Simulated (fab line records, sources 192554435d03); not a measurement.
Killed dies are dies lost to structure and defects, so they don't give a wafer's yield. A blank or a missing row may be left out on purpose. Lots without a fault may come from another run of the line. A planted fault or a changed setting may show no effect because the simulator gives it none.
Chamber matching | flow n5_finfet | N5_BEOL_M10_ETCH_62 on rie_diel-04: 4 sister chambers
The step etches SOC in N2/H2, target depth 110 nm, overetch 22 nm, time 165 s. 14 wafers are shown with their chamber, then 7 later ones without.

WAFERS WITH THEIR CHAMBER
wafer  | chamber | throttle_valve_pct (%) | showerhead_plenum_p_Torr (Torr) | drypump_motor_current_A (A)
L074.1 | 1       | 17.54                  | 2.60                            | 5.8
L074.4 | 2       | 17.84                  | 2.67                            | 6.0
L074.6 | 3       | 17.14                  | 2.72                            | 5.8
L079.1 | 2       | 17.85                  | 2.66                            | 6.0
L079.5 | 3       | 17.17                  | 2.71                            | 5.8
L079.6 | 0       | 18.16                  | 2.70                            | 5.9
L086.1 | 3       | 17.20                  | 2.71                            | 5.8
L086.3 | 0       | 18.20                  | 2.69                            | 5.9
L086.6 | 0       | 18.19                  | 2.69                            | 5.9
L087.2 | 3       | 17.18                  | 2.71                            | 5.8
L087.5 | 2       | 17.88                  | 2.66                            | 6.0
L087.6 | 1       | 17.58                  | 2.59                            | 5.8
L092.1 | 1       | 17.62                  | 2.58                            | 5.9
L092.2 | 2       | 17.90                  | 2.65                            | 5.9

SIGNATURES (means of the wafers above)
reading                  | chamber 0 | chamber 1 | chamber 2 | chamber 3 | scatter within a chamber
throttle_valve_pct       | 18.1833   | 17.5800   | 17.8675   | 17.1725   | 0.0287
showerhead_plenum_p_Torr | 2.6933    | 2.5900    | 2.6600    | 2.7125    | 0.00736
drypump_motor_current_A  | 5.900     | 5.833     | 5.975     | 5.800     | 0.0376
Rule: a wafer's distance from a chamber is the root of the sum, over the readings, of the square of ((its reading less the chamber's mean) divided by the reading's scatter). The wafer belongs to the nearest chamber; if the next one is less than 2 further off, it can't be placed. The scatter: the root of (the sum of the squares of (reading less its chamber's mean) over the shown wafers, divided by (wafers less chambers)).

WAFERS WITHOUT THEIR CHAMBER
wafer  | throttle_valve_pct (%) | showerhead_plenum_p_Torr (Torr) | drypump_motor_current_A (A)
L092.5 | 17.20                  | 2.70                            | 5.8
L095.2 | 17.63                  | 2.58                            | 5.8
L095.5 | 17.21                  | 2.70                            | 5.8
L095.6 | 17.91                  | 2.65                            | 6.0
L096.4 | 17.63                  | 2.58                            | 5.8
L096.5 | 17.62                  | 2.58                            | 5.9
L096.6 | 18.22                  | 2.68                            | 5.9

WHICH CHAMBER EACH WENT THROUGH
wafer  | from the rows above | in truth
L092.5 | 3                   | 3
L095.2 | 1                   | 1
L095.5 | 3                   | 3
L095.6 | 2                   | 2
L096.4 | 1                   | 1
L096.5 | 1                   | 1
L096.6 | 0                   | 0
Placed correctly: 7 of 7. Can't be placed from these rows: 0. Placed wrongly: 0.
